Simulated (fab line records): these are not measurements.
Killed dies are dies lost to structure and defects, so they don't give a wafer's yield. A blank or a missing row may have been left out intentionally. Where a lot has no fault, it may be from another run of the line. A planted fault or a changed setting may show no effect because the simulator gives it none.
Chamber matching || flow nand harc || NHARC_A_WL_FILL_ALD_00 on ald hk-03: 4 sister chambers
The step deposits Al2O3, target thk 3 nm, pulse time 3 s, ald cycles 30. 18 wafers are shown with their chamber, then 8 later ones without.

== WAFERS WITH THEIR CHAMBER ==
{"wafer": "L535.1", "chamber": 1, "heater power w (W)": 498, "precursor pulse height rel": 0.985}
{"wafer": "L535.4", "chamber": 0, "heater power w (W)": 448, "precursor pulse height rel": 0.987}
{"wafer": "L535.6", "chamber": 1, "heater power w (W)": 493, "precursor pulse height rel": 1.015}
{"wafer": "L532.3", "chamber": 3, "heater power w (W)": 427, "precursor pulse height rel": 1.009}
{"wafer": "L532.5", "chamber": 3, "heater power w (W)": 418, "precursor pulse height rel": 0.966}
{"wafer": "L532.6", "chamber": 0, "heater power w (W)": 443, "precursor pulse height rel": 0.974}
{"wafer": "L534.2", "chamber": 1, "heater power w (W)": 490, "precursor pulse height rel": 0.986}
{"wafer": "L534.4", "chamber": 3, "heater power w (W)": 423, "precursor pulse height rel": 1.001}
{"wafer": "L533.2", "chamber": 2, "heater power w (W)": 541, "precursor pulse height rel": 1.010}
{"wafer": "L533.4", "chamber": 0, "heater power w (W)": 435, "precursor pulse height rel": 1.003}
{"wafer": "L533.5", "chamber": 1, "heater power w (W)": 499, "precursor pulse height rel": 0.988}
{"wafer": "L547.2", "chamber": 3, "heater power w (W)": 417, "precursor pulse height rel": 0.996}
{"wafer": "L547.4", "chamber": 1, "heater power w (W)": 500, "precursor pulse height rel": 1.010}
{"wafer": "L547.5", "chamber": 2, "heater power w (W)": 542, "precursor pulse height rel": 0.965}
{"wafer": "L551.1", "chamber": 1, "heater power w (W)": 486, "precursor pulse height rel": 1.012}
{"wafer": "L551.2", "chamber": 2, "heater power w (W)": 540, "precursor pulse height rel": 0.986}
{"wafer": "L551.3", "chamber": 3, "heater power w (W)": 423, "precursor pulse height rel": 0.980}
{"wafer": "L552.2", "chamber": 0, "heater power w (W)": 443, "precursor pulse height rel": 1.012}

SIGNATURES (means of the wafers above)
{"reading": "heater power w", "chamber 0": 442.25, "chamber 1": 494.33, "chamber 2": 541.00, "chamber 3": 421.60, "scatter within a chamber": 4.73}
{"reading": "precursor pulse height rel", "chamber 0": 0.99400, "chamber 1": 0.99933, "chamber 2": 0.98700, "chamber 3": 0.99040, "scatter within a chamber": 0.0171}
Rule: for each reading, subtract the chamber's mean from the wafer's reading, divide by that reading's scatter and square the result; add these up over the readings and take the root, which gives the wafer's distance from the chamber. If the next closest chamber is less than 2 further off than the closest, the wafer can't be placed; otherwise it belongs to the closest. The scatter is the square root of a quotient: the sum, over the shown wafers, of each reading's squared deviation from its chamber's mean, divided by wafers minus chambers.

== WAFERS WHOSE CHAMBER IS MISSING ==
{"wafer": "L552.5", "heater power w (W)": 455, "precursor pulse height rel": 1.012}
{"wafer": "L552.6", "heater power w (W)": 496, "precursor pulse height rel": 1.013}
{"wafer": "L550.1", "heater power w (W)": 542, "precursor pulse height rel": 1.024}
{"wafer": "L550.2", "heater power w (W)": 447, "precursor pulse height rel": 0.977}
{"wafer": "L550.5", "heater power w (W)": 409, "precursor pulse height rel": 1.026}
{"wafer": "L553.1", "heater power w (W)": 422, "precursor pulse height rel": 1.016}
{"wafer": "L553.3", "heater power w (W)": 501, "precursor pulse height rel": 1.016}
{"wafer": "L553.5", "heater power w (W)": 537, "precursor pulse height rel": 1.002}

== EACH ONE'S CHAMBER ==
{"wafer": "L552.5", "from the rows above": 0, "in truth": 0}
{"wafer": "L552.6", "from the rows above": 1, "in truth": 1}
{"wafer": "L550.1", "from the rows above": 2, "in truth": 2}
{"wafer": "L550.2", "from the rows above": 0, "in truth": 0}
{"wafer": "L550.5", "from the rows above": 3, "in truth": 3}
{"wafer": "L553.1", "from the rows above": 3, "in truth": 3}
{"wafer": "L553.3", "from the rows above": 1, "in truth": 1}
{"wafer": "L553.5", "from the rows above": 2, "in truth": 2}
Placed correctly: 8 of 8. From these rows, 0 cannot be placed. Placed wrongly: 0.
